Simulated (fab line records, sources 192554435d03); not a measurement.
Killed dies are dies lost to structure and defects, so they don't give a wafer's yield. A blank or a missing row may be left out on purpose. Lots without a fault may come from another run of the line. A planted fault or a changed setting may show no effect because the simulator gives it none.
One fault seen from 3 desks | flow n5_finfet | each desk has only its own numbers; what lay behind them comes last

THE TOOL OWNER'S DESK: rie_diel-01
The tool's own readings at N5_BEOL_M12_ETCH_59 (etches BARC in N2/H2, target depth 89 nm, overetch 26.7 nm, time 67.9 s): means of the sampled wafers that have a number, for each lot that ran on this tool. A lot is out of limits, marked OUT, if its mean lies more than 4 standard deviations from the usual mean; the brackets give that distance.
Columns: A = chamber_pressure_mTorr at N5_BEOL_M12_ETCH_59, usual 30.00 mTorr; B = drypump_motor_current_A at N5_BEOL_M12_ETCH_59, usual 5.5 A; C = oes_product_au at N5_BEOL_M12_ETCH_59, usual 0.67 a.u.; D = rf_vpp_V at N5_BEOL_M12_ETCH_59, usual 524.3 V; E = showerhead_plenum_p_Torr at N5_BEOL_M12_ETCH_59, usual 2.56 Torr; F = throttle_valve_pct at N5_BEOL_M12_ETCH_59, usual 17.87 %
lot  | first seen here | A     | B   | C    | D     | E    | F
L834 | day 10 16:08    | 30.03 | 5.0 | 0.73 | 526.3 | 2.60 | 17.89
L836 | day 11 11:53    | 29.98 | 5.8 | 0.67 | 522.9 | 2.48 | 17.83
L842 | day 13 07:25    | 30.05 | 5.6 | 0.70 | 524.7 | 2.57 | 17.88
L843 | day 13 16:29    | 29.99 | 5.0 | 0.78 | 528.2 | 2.70 | 17.78
L844 | day 13 16:48    | 30.02 | 5.1 | 0.79 | 528.7 | 2.71 | 17.80
This desk's finding: nothing out of limits on any of the 5 lots.

THE METROLOGY DESK
What the gauges read, lot by lot, whatever tool the lot ran on: means of the sampled wafers that have a number. A lot is out of limits, marked OUT, if its mean lies more than 4 standard deviations from the usual mean; the brackets give that distance.
Columns: A = cd_nm at N5_BEOL_M12_CD_MEAS_17, usual 140.4 nm
lot  | first seen here | A
L834 | day 10 16:36    | 139.2
L835 | day 10 22:14    | 140.2
L836 | day 11 12:20    | 138.6
L842 | day 13 08:04    | 141.6
L843 | day 13 17:11    | 145.3
L844 | day 13 17:19    | 145.7
L845 | day 13 20:14    | 141.6
L856 | day 16 06:10    | 140.9
L854 | day 16 09:32    | 143.4
This desk's finding: nothing out of limits on any of the 9 lots.

THE DEFECT DESK
What the inspections along the route counted, lot by lot: means of the sampled wafers that have a number. A lot is out of limits, marked OUT, if its mean lies more than 4 standard deviations from the usual mean; the brackets give that distance.
Columns: A = raw_defect_count at N5_BEOL_M11_INSPECT_58, usual 72
lot  | first seen here | A
L834 | day 10 15:32    | 56
L835 | day 10 20:44    | 105
L836 | day 11 10:59    | 56
L842 | day 13 06:46    | 64
L843 | day 13 15:46    | 45
L844 | day 13 16:05    | 60
L845 | day 13 18:49    | 84
L856 | day 16 04:59    | 67
L854 | day 16 08:29    | 52
This desk's finding: nothing out of limits on any of the 9 lots.

PUT TOGETHER
The tool owner's desk saw nothing out of limits.
The metrology desk saw nothing out of limits.
The defect desk saw nothing out of limits.

WHAT THE SIMULATOR HAD PUT IN
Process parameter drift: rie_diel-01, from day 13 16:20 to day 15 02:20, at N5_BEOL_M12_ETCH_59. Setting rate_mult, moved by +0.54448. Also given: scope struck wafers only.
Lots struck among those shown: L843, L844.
